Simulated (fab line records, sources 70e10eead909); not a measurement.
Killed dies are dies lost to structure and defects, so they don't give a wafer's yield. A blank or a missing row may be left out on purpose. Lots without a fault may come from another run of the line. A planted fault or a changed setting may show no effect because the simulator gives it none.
fab line records | flow nand_harc
record lots=6 wafers=18 last_day=33
route steps=1302 shown A_DECK1_JOINT@530 END@1302
lots that met no fault: from a run of the same line without faults
start_h: hours from the record's first day to the start of the lot's first wafer shown | wait_h: hours since the lot's step before | " the same as in the row above | L1.1+2: a row that stands for several wafers | - no value, or no start given | * or withheld: withheld | < > ~ a bound
route shown NAME@n: a module of which the file shows steps, and the number in the route of the first | usual: mean/standard deviation of fault-free wafers | same: alike in all rows | chamber/n: place in a boat | sites: the reading at each site | _std_site: their standard deviation | _edge_site: outer sites' mean less inner sites' | radius_mm: how far each site lies from the wafer's centre | mask NAME#n: copy n | behind: the tool/chamber that last shaped the wafer | hold: why the lot was held/for how many hours/how that ended | device: the transistor (n, p or np) that didn't switch | end of line: the same wafers' tests at the end of the route | a step without rows: its recipe alone | killed: dies lost to structure and defects at the first sort, not the wafer's yield | map: a wafer's dies, x killed, . not, _ none there
set.NAME: the setting as run; set.NAME@STEP: as run at that earlier step | model.NAME: the simulator's own value behind a step, which no gauge read
lots at some steps of the route; a table a step, a row a wafer
services: from which hour (start_h, from the record's first day; less than 0 if before it) a tool's chamber was out of use, for how many hours, and why
## steps
# step NHARC_A_DECK1_JOINT_ETCHBACK_00
# recipe target_depth_a=300 time_s=17.4 hbr_flow_sccm=150 rf_w=350 icp_w=350 bias_w=60 chemistry=HBr
# usual drypump_motor_current_A=5.7/0.61 oes_product_au=1.001/0.0091 throttle_valve_pct=23.266/0.0095
# columns lot.wafer tool chamber start_h wait_h drypump_motor_current_A oes_product_au rf_hours_counter_h throttle_valve_pct
L406.2 rie_si-03 0 266.33 0.1 5.4 1.023 0.2 23.266
L406.1 " 1 " " 6.3 1.009 0.2 23.274
L406.4 " 1 " " 6.3 0.988 - 23.267
L410.4 rie_si-04 2 308.96 0.1 5.3 1.002 1.0 23.255
L410.1 " 3 " " 5.2 0.995 1.1 23.271
L410.3 " 0 " " 6.5 1.005 1.0 23.270
L419.1 rie_si-04 0 402.46 0.1 6.5 0.994 0.2 23.276
L419.3 " 2 " " 5.2 1.012 0.3 23.256
L419.2 " 3 " " 5.2 0.992 0.3 23.261
L422.4 rie_si-03 0 416.78 0.1 5.4 1.012 0.0 23.264
L422.6 " 2 " " 5.4 0.994 - 23.266
L422.5 " 3 " " 4.7 1.008 - 23.270
L427.1 rie_si-05 2 468.99 0.1 6.3 1.002 0.9 23.273
L427.3 " 3 " " 4.7 0.991 0.9 23.262
L427.6 " 2 " " 6.2 1.002 - 23.261
L426.4 rie_si-04 1 469.01 0.1 6.5 0.970 0.8 23.266
L426.2 " 2 " " 5.3 1.003 0.8 23.249
L426.5 " 0 " " 6.5 0.981 - 23.267
# step NHARC_A_DECK1_JOINT_PRECLEAN_30
# recipe time_s=* temp_c=50 bath_age_min=0 chemistry=SC1
# step NHARC_A_DECK1_JOINT_SRD_31
# step NHARC_A_DECK1_JOINT_CVD_34
# recipe target_thk_a=200 temp_c=700 pressure_mtorr=300 material=SiNx
# step NHARC_A_DECK1_JOINT_DEP_06
# recipe target_thk_a=800 temp_c=65 material=SiOx
# step NHARC_A_DECK1_JOINT_CURE_26
# recipe temp_c=150 time_s=32 pressure_atm=0.395
# step NHARC_A_DECK1_JOINT_ANNEAL_27
# recipe temp_c=400 time_s=3600 idle_temp_c=300 ramp_up_c_per_min=10 densification_p_h2o_torr=640
# step NHARC_A_DECK1_JOINT_ANNEAL_28
# recipe temp_c=500 time_s=1800 idle_temp_c=400 ramp_up_c_per_min=10 densification_p_h2o_torr=640
# step NHARC_A_DECK1_JOINT_ANNEAL_29
# recipe temp_c=750 time_s=1800 idle_temp_c=500 ramp_up_c_per_min=10 ramp_down_c_per_min=3
# step NHARC_A_DECK1_JOINT_CMP_02
# recipe material=SiOx
# usual edge_zone_pressure_frac=1.000/0.0044 motor_current_A=11.5/0.87
# columns lot.wafer tool chamber start_h wait_h edge_zone_pressure_frac motor_current_A
L406.1 cmp-01 1 294.28 0.4 0.991 10.7
L406.4 " 2 " " 1.008 10.7
L406.2 " 3 " " 1.006 12.5
L410.1 cmp-01 3 334.92 0.4 1.001 12.5
L410.4 " 0 " " 1.009 11.8
L410.3 " 1 " " 1.012 10.7
L419.2 cmp-03 2 437.89 0.4 1.007 14.0
L419.1 " 3 " " 0.999 11.0
L419.3 " 0 " " 0.998 11.4
L422.4 cmp-03 1 441.67 0.4 0.996 13.1
L422.6 " 0 " " 0.997 11.2
L422.5 " 1 " " 1.001 12.9
L427.1 cmp-02 1 493.06 0.4 0.999 10.6
L427.3 " 2 " " 1.003 11.2
L427.6 " 1 " " 0.998 10.5
L426.2 cmp-03 3 493.06 0.4 0.995 11.4
L426.4 " 1 " " 1.007 13.4
L426.5 " 0 " " 1.004 11.0
# step NHARC_A_DECK1_JOINT_SRD_15
# step NHARC_A_DECK1_JOINT_DEP_16
# recipe target_thk_a=450 temp_c=400 pressure_torr=6.5 rf_w=900 teos_flow_sccm=161.4 flow_sccm=2650 target_thk_nm=45 gas=O2 material=SiO2
# usual heater_power_w=566/110 throttle_valve_pct=15.9/0.79
# columns lot.wafer tool chamber start_h wait_h heater_power_w since_wet_clean_h throttle_valve_pct
L406.1 pecvd-01 1 294.67 0.1 801 152 17.0
L406.2 " 2 " " 534 152 16.1
L406.4 " 2 " " 528 - 16.0
L410.3 pecvd-01 2 335.28 0.1 483 11 15.8
L410.1 " 1 " " 764 11 16.2
L410.4 " 1 " " 760 - 16.0
L419.3 pecvd-01 1 438.28 0.1 816 114 16.1
L419.1 " 2 " " 449 114 15.7
L419.2 " 0 " " 448 114 14.8
L422.4 pecvd-01 0 442.12 0.2 449 - 14.7
L422.6 " 1 " " 797 - 16.3
L422.5 " 2 " " 510 - 15.8
L426.2 pecvd-03 0 493.45 0.1 716 114 15.9
L426.4 " 2 " " 461 - 16.0
L426.5 " 0 " " 713 - 15.5
L427.1 pecvd-02 2 493.45 0.1 514 72 17.7
L427.3 " 0 " " 569 - 15.3
L427.6 " 0 " " 566 - 15.2
# step NHARC_A_DECK1_JOINT_THK_MEAS_17
# recipe thk_meas_gauge=ellipsometry
# usual thk_nm=44.8/1.3
# columns lot.wafer tool chamber start_h wait_h thk_nm
L406.1 film_metro-02 - 294.93 0.2 43.2
L406.2 " - " " 43.3
L406.4 " - " " 45.6
L410.1 film_metro-01 - 335.56 0.2 45.5
L410.3 " - " " 43.5
L410.4 " - " " 44.8
L419.1 film_metro-02 - 438.56 0.2 55.8
L419.2 " - " " 56.4
L419.3 " - " " 58.6
L422.4 film_metro-02 - 442.32 0.2 57.0
L422.5 " - " " 57.1
L422.6 " - " " 57.0
L427.1 film_metro-01 - 493.82 0.3 44.6
L427.3 " - " " 44.2
L427.6 " - " " 45.3
L426.2 film_metro-02 - 493.82 0.3 45.8
L426.4 " - " " 47.2
L426.5 " - " " 43.2
# step NHARC_A_DECK1_JOINT_INSPECT_05
# usual raw_defect_count=354/150
# columns lot.wafer tool chamber start_h wait_h raw_defect_count
L406.1 defect_inspect-02 - 294.96 0.0 180
L406.2 " - " " 136
L406.4 " - " " 210
L410.1 defect_inspect-01 - 335.60 0.0 283
L410.3 " - " " 436
L410.4 " - " " 346
L419.1 defect_inspect-02 - 438.59 0.0 207
L419.2 " - " " 326
L419.3 " - " " 227
L422.4 defect_inspect-01 - 442.36 0.0 797
L422.5 " - " " 414
L422.6 " - " " 506
L426.2 defect_inspect-02 - 493.85 0.0 355
L426.4 " - " " 371
L426.5 " - " " 433
L427.1 defect_inspect-01 - 493.85 0.0 269
L427.3 " - " " 353
L427.6 " - " " 386
# step NHARC_END_SORT_01
# recipe temp_c=25
# usual killed_at_array=64/18 killed_at_other=0.8/1.1 killed_at_periphery=3.8/2.7 killed_dies=68/18 killed_open=3.3/1.9 killed_short=2.3/1.8
# same gross_dies=677
# columns lot.wafer tool chamber start_h wait_h killed_at_array killed_at_other killed_at_periphery killed_dies killed_open killed_short
L410.1 prober-02 0 615.76 2.5 54 0 3 57 2 1
# killed by level:class
L410.1 A_SLIT:chamber_film_flake=24 A_STAIRCASE:chamber_film_flake=9 A_CHANNEL_HOLE_D2:chamber_film_flake=6 A_CHANNEL_HOLE_D1:chamber_film_flake=4 A_CONTACT:chamber_film_flake=4 A_WL_FILL:chamber_film_flake=3 A_ONON_D2:geometric_particle:short=1 A_CHANNEL_FILL_D2:geometric_particle:open=1
## services
# columns tool chamber start_h hours kind
pecvd-02 - 245.64 1.5 repair
rie_si-03 - 260.32 0.7 repair
cmp-03 - 261.29 4.0 pm
rie_si-03 2 264.15 2.9 repair
cmp-02 - 272.75 1.3 repair
rie_si-05 3 277.57 10.4 repair
cmp-01 - 283.69 4.0 pm
cmp-01 - 288.49 3.5 repair
cmp-01 - 303.48 0.7 repair
rie_si-03 1 304.05 7.1 repair
pecvd-01 - 311.00 13.0 pm
rie_si-04 - 342.00 9.0 pm
cmp-03 - 359.29 4.0 pm
cmp-03 - 367.76 2.2 repair
cmp-01 - 376.80 0.9 repair
cmp-01 - 381.69 4.0 pm
rie_si-03 - 398.00 9.0 pm
cmp-03 - 412.69 1.3 repair
rie_si-04 2 430.73 2.0 repair
cmp-03 - 446.79 4.9 repair
cmp-03 - 457.29 4.0 pm
cmp-01 - 479.69 4.0 pm
cmp-01 - 487.69 0.6 repair
pecvd-01 - 492.14 13.0 pm
## key
first_sign step=NHARC_A_DECK1_JOINT_THK_MEAS_17 reading=thk_nm direction=up sigmas=9.5 usual=44.8 struck=57.0
effect none on later readings
met_at NHARC_A_DECK1_JOINT_DEP_16
struck_wafers L419.1,L419.2,L419.3,L422.4,L422.5,L422.6
tester_left_out L419,L422
onset_between 335.28 438.28
fault kind=process_parameter_drift tool=pecvd-01 chamber=- onset_h=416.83 steps=NHARC_A_DECK1_JOINT_DEP_16 channel=target_thk_nm offset=12.793 shape=step end_h=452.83 acts_in=these_recipes_only stated=45
# tester_left_out: of these lots the tester's yield and bins aren't shown, on N5 and GAA mostly nor the transistor test; their killed dies are dies lost to structure and defects alone, not to doping, threshold or leakage, so they don't give the yield
